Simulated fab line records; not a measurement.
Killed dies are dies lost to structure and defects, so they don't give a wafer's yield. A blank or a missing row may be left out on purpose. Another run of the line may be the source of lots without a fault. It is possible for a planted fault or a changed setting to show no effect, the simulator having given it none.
Chamber matching | flow n5_finfet | N5_BEOL_M9_ALD_74 on ald_metal-02 has 4 sister chambers
The step deposits TaN, target thk 2 nm, pulse time 2 s, purge time 3 s. 18 wafers are shown with their chamber, then 9 later ones without.

== WAFERS PAIRED WITH THEIR CHAMBERS ==
wafer  | chamber | heater_power_w (W) | precursor_vessel_carrier_sccm (sccm)
L074.2 | 1       | 403                | 997
L074.3 | 2       | 360                | 997
L074.6 | 3       | 401                | 1003
L077.2 | 2       | 362                | 1001
L077.3 | 0       | 444                | 1003
L077.4 | 1       | 411                | 996
L076.1 | 0       | 444                | 999
L076.3 | 3       | 389                | 1000
L076.4 | 1       | 408                | 1002
L084.2 | 2       | 358                | 991
L084.5 | 2       | 356                | 989
L084.6 | 3       | 398                | 1000
L087.2 | 0       | 445                | 1002
L087.4 | 2       | 361                | 1000
L087.5 | 2       | 362                | 1001
L089.1 | 1       | 407                | 1000
L089.5 | 1       | 397                | 998
L089.6 | 3       | 405                | 999

SIGNATURES (averages over the wafers above)
reading                       | chamber 0 | chamber 1 | chamber 2 | chamber 3 | scatter within a chamber
heater_power_w                | 444.33    | 405.20    | 359.83    | 398.25    | 4.51
precursor_vessel_carrier_sccm | 1001.33   | 998.60    | 996.50    | 1000.50   | 3.59
Rule: a wafer's distance from a chamber is the root of the sum, over the readings, of the square of ((its reading less the chamber's mean) divided by the reading's scatter). If the next closest chamber is less than 2 further off than the closest, the wafer can't be placed; otherwise it belongs to the closest. How the scatter is found: for the shown wafers, subtract from each reading the mean of its chamber, square and add these, divide the total by (wafers less chambers), then take the root.

== WAFERS WITHOUT THEIR CHAMBER ==
wafer  | heater_power_w (W) | precursor_vessel_carrier_sccm (sccm)
L092.4 | 364                | 999
L092.5 | 359                | 998
L092.6 | 393                | 1003
L095.2 | 446                | 1001
L095.4 | 365                | 1005
L095.6 | 446                | 999
L096.1 | 362                | 1002
L096.5 | 361                | 1002
L096.6 | 396                | 1005

== WHICH CHAMBER EACH ONE RAN IN ==
wafer  | from the rows above     | in truth
L092.4 | 2                       | 2
L092.5 | 2                       | 2
L092.6 | can't be placed: 3 or 1 | 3
L095.2 | 0                       | 0
L095.4 | 2                       | 2
L095.6 | 0                       | 0
L096.1 | 2                       | 2
L096.5 | 2                       | 2
L096.6 | can't be placed: 3 or 1 | 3
7 of 9 placed correctly. Not placeable from these rows: 2 (in 2, the candidates include the true chamber). Number placed wrongly: 0.
